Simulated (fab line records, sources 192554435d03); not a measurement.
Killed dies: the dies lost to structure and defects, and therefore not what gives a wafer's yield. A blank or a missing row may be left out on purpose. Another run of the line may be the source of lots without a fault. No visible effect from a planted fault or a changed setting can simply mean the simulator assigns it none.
The same fault as seen by 2 desks ; flow n5Finfet ; each desk holds nothing but its own numbers, with what lay behind them at the end

== METROLOGY DESK ==
What the gauges read for every lot (on any tool): the sampled wafers with a number, averaged. Any lot whose mean is over 4 standard deviations away from the usual mean is out of limits and marked OUT; that distance is given in the brackets.
Columns: A = cdNm at N5_FIN_SAQP_CD_MEAS_16, usual 35.55 nm
lot;first seen here;A
L617;day 2 03:44;35.48
L620;day 2 21:42;35.36
L622;day 3 09:23;35.89
L625;day 4 03:47;37.39 (+6.1) OUT
L626;day 4 10:08;36.79 (+4.1) OUT
L628;day 4 21:12;35.61
L629;day 5 04:34;35.68
L631;day 5 15:28;35.51
L634;day 6 10:52;35.63
L636;day 6 22:52;35.49
L638;day 7 10:17;36.07
This desk finds L625, L626 out of limits, L625 being first, at day 4 03:47 (cdNm at N5_FIN_SAQP_CD_MEAS_16). L617, L620, L622, L628, L629, L631, L634, L636, L638: within limits.

== AT THE TOOL OWNER'S DESK: arfiScanner-01 ==
The tool's own readings at N5_FIN_SAQP_EXPOSE_13 (exposes mask FIN CORE, target cd 35.6 nm): means of the sampled wafers that have a number, for each lot that ran on this tool. Any lot whose mean is over 4 standard deviations away from the usual mean is out of limits and marked OUT; that distance is given in the brackets.
Columns: A = exposureDoseMJCm2 at N5_FIN_SAQP_EXPOSE_13, usual 63.22; B = focusOffsetNm at N5_FIN_SAQP_EXPOSE_13, usual 0.0 nm
lot;first seen here;A;B
L625;day 4 03:40;58.67 (-73) OUT;0.3
L626;day 4 10:01;59.67 (-57) OUT;0.7
This desk finds L625, L626 out of limits, L625 being first, at day 4 03:40 (exposureDoseMJCm2 at N5_FIN_SAQP_EXPOSE_13). In limits: none.

== PUT TOGETHER ==
The tool owner's desk could have raised an alarm at day 4 03:40, on L625, L626.
L625, L626 would have let the metrology desk raise an alarm at day 4 03:47.
N5_FIN_SAQP_EXPOSE_13 was run on arfiScanner-01 by each of the lots named.

== WHAT THE SIMULATOR HAD PUT IN ==
Process parameters drifting: arfiScanner-01 at N5_FIN_SAQP_EXPOSE_13, beginning at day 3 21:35. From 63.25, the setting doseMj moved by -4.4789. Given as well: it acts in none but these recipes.
Shown lots that were struck: L625, L626.
Hours from the fault's start to each desk's first reading out of limits: the tool owner's desk, 6; the metrology desk, 6.
